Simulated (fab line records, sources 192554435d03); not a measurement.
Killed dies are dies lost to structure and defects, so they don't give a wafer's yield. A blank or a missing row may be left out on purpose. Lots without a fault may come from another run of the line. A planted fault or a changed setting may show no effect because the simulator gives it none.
A struck lot beside a sound one | flow n5_finfet | 15 steps out of a route of 1938
Sound: wafers L460.4, L460.5, L460.6. Struck: wafers L465.3, L465.6. The cause comes at the end.
At each step with rows: each side's tool, then ch and its chambers, then its first start. Under that, the readings that differ: sound wafers | struck wafers | difference of the means | sigmas: that difference in standard deviations of wafers without a fault.
alike: readings whose means differ by less than 2 such deviations, and words and numbers that are the same on both sides. not compared: withheld readings, readings that some wafer has no value for, bounds like >300 that may hide the same value, and numbers for which the record gives no deviation and whose values overlap.
The two part at a step that has a row with sigmas, a row that says differs or no value, or rows on one side only. Numbers that don't overlap but have no deviation are shown without sigmas and don't part them. A reading that every wafer of one side lacks parts them only if that side has two wafers or more.

first, 8 steps without rows for these wafers: N5_BEOL_M5_COAT_60 (time 60 s, resist thk 12 nm); N5_BEOL_M5_COAT_71 (time 60 s, resist thk 5 nm); N5_BEOL_M5_COAT_05 (resist thk 30 nm); N5_BEOL_M5_EBR_07; N5_BEOL_M5_SOFTBAKE_06 (time 60 s); N5_BEOL_M5_EXPOSE_08 (exposes mask M5, target cd 28 nm); N5_BEOL_M5_PEB_09 (peb time 60 s); N5_BEOL_M5_DEVELOP_10 (develop time 30 s).
N5_BEOL_M5_CD_MEAS_11: target cd 27.74 nm.
  sound on cd_sem-03 ch 0, day 11 06:05; struck on cd_sem-02 ch 0, day 12 15:33
  alike: cd_nm
N5_BEOL_M5_OVL_MEAS_12:
  sound on overlay-02 ch 0, day 11 06:08; struck on overlay-02 ch 0, day 12 15:35
  alike: M5_OVL
N5_BEOL_M5_INSPECT_13: inspects for defects (brightfield).
  sound on defect_inspect-01, day 11 06:11; struck on defect_inspect-02, day 12 15:38
  alike: raw_defect_count
N5_BEOL_M5_DESCUM_16: chemistry O2, time 7 s.
  sound on rie_diel-03 ch 0,1,2, day 11 06:14; struck on rie_diel-03 ch 0,1, day 12 15:42
  alike: drypump_motor_current_A, oes_product_au, rf_vpp_V, showerhead_plenum_p_Torr, throttle_valve_pct
  not compared: rf_hours_counter_h
N5_BEOL_M5_ETCH_72: etches underlayer in N2/H2, target depth 6.5 nm, time 5.2 s.
  sound on rie_diel-03 ch 0,1,2, day 11 06:15; struck on rie_diel-03 ch 0,1, day 12 15:44
  reading               | sound          | struck    | difference | sigmas
  etch_rf_on_time_s (s) | 5.35 5.17 5.61 | 7.58 6.96 | +1.89      | +13
  alike: drypump_motor_current_A, n2_flow_sccm, oes_product_au, rf_vpp_V, showerhead_plenum_p_Torr, throttle_valve_pct
  not compared: rf_hours_counter_h
N5_BEOL_M5_ETCH_61: etches SiARC in CF4, target depth 15.6 nm, time 26 s.
  sound on rie_diel-03 ch 0,1,2, day 11 06:16; struck on rie_diel-03 ch 0,1, day 12 15:46
  alike: drypump_motor_current_A, etch_rf_on_time_s, oes_product_au, rf_vpp_V, showerhead_plenum_p_Torr, throttle_valve_pct
  not compared: rf_hours_counter_h
-- the record jumps here: 4 days lie between the struck wafers' starts before and after (it left off in module BEOL_M5 and takes up again in module PASSIVATION, whose first step shown is number 1936 of the route) --
N5_PASSIVATION_PROBE_49:
  sound on prober-02, day 15 16:16; struck on prober-02, day 16 16:49
  reading            | sound    | struck | difference | sigmas
  killed_at_contacts | 22 31 20 | 8 5    | -18        | -3
  alike: defect_limited_yield, killed_at_M0_to_M3, killed_at_M4_up, killed_at_front_end, killed_at_other, killed_dies, killed_open, killed_short, sort_bin_4_leakage, sort_bin_5_function, sort_bin_6_memory, sort_bin_8_speed, sort_n_pass, sort_yield_pct

WHERE THEY PART
First at N5_BEOL_M5_ETCH_72; last, within this record, at N5_PASSIVATION_PROBE_49.

WHY: what the simulator had put in
Process parameter drift: rie_diel-03, from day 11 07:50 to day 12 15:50, at N5_BEOL_M5_ETCH_72. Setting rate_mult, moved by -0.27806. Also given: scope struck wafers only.
